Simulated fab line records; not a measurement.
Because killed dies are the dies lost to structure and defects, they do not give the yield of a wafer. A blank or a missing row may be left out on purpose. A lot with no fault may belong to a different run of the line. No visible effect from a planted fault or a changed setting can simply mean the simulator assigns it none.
Matching of chambers || flow n5Finfet || rieDiel-04 running N5_SD_EPI_P_ETCH_47: 4 sister chambers
The step etches SiOCN in CH3F/O2, target depth 25 nm. 4 wafers are shown with their chamber, then 8 later ones without.

WAFERS PAIRED WITH THEIR CHAMBERS
{"wafer": "L080.1", "chamber": 3, "showerheadPlenumPTorr (Torr)": 1.99}
{"wafer": "L081.5", "chamber": 2, "showerheadPlenumPTorr (Torr)": 2.08}
{"wafer": "L085.4", "chamber": 0, "showerheadPlenumPTorr (Torr)": 1.92}
{"wafer": "L088.1", "chamber": 1, "showerheadPlenumPTorr (Torr)": 1.98}

WAFERS WITH NO CHAMBER GIVEN
{"wafer": "L088.3", "showerheadPlenumPTorr (Torr)": 1.91}
{"wafer": "L088.5", "showerheadPlenumPTorr (Torr)": 1.91}
{"wafer": "L089.1", "showerheadPlenumPTorr (Torr)": 1.91}
{"wafer": "L089.5", "showerheadPlenumPTorr (Torr)": 1.92}
{"wafer": "L089.6", "showerheadPlenumPTorr (Torr)": 1.98}
{"wafer": "L093.2", "showerheadPlenumPTorr (Torr)": 1.91}
{"wafer": "L093.4", "showerheadPlenumPTorr (Torr)": 1.91}
{"wafer": "L093.5", "showerheadPlenumPTorr (Torr)": 1.98}

WHICH CHAMBER EACH ONE RAN IN
{"wafer": "L088.3", "from the rows above": 0, "in truth": 0}
{"wafer": "L088.5", "from the rows above": 0, "in truth": 0}
{"wafer": "L089.1", "from the rows above": 0, "in truth": 0}
{"wafer": "L089.5", "from the rows above": 0, "in truth": 0}
{"wafer": "L089.6", "from the rows above": "can't be placed: 1 or 3", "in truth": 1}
{"wafer": "L093.2", "from the rows above": 0, "in truth": 0}
{"wafer": "L093.4", "from the rows above": 0, "in truth": 0}
{"wafer": "L093.5", "from the rows above": "can't be placed: 1 or 3", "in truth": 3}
Placed correctly: 6 of 8. These rows do not allow placing 2 (true chamber among the candidates in 2). 0 placed wrongly.
How it was worked out, from the rows above alone: a wafer's distance from a chamber is the root of the sum, over the readings, of the square of ((its reading less the chamber's mean) divided by the reading's scatter). The wafer belongs to the nearest chamber; if the next one is less than 2 further off, it can't be placed. A chamber's mean is the mean of its shown wafers. The scatter (one wafer shown for each chamber): square how far every hidden wafer sits from the nearest shown wafer, average those squares and take the square root.
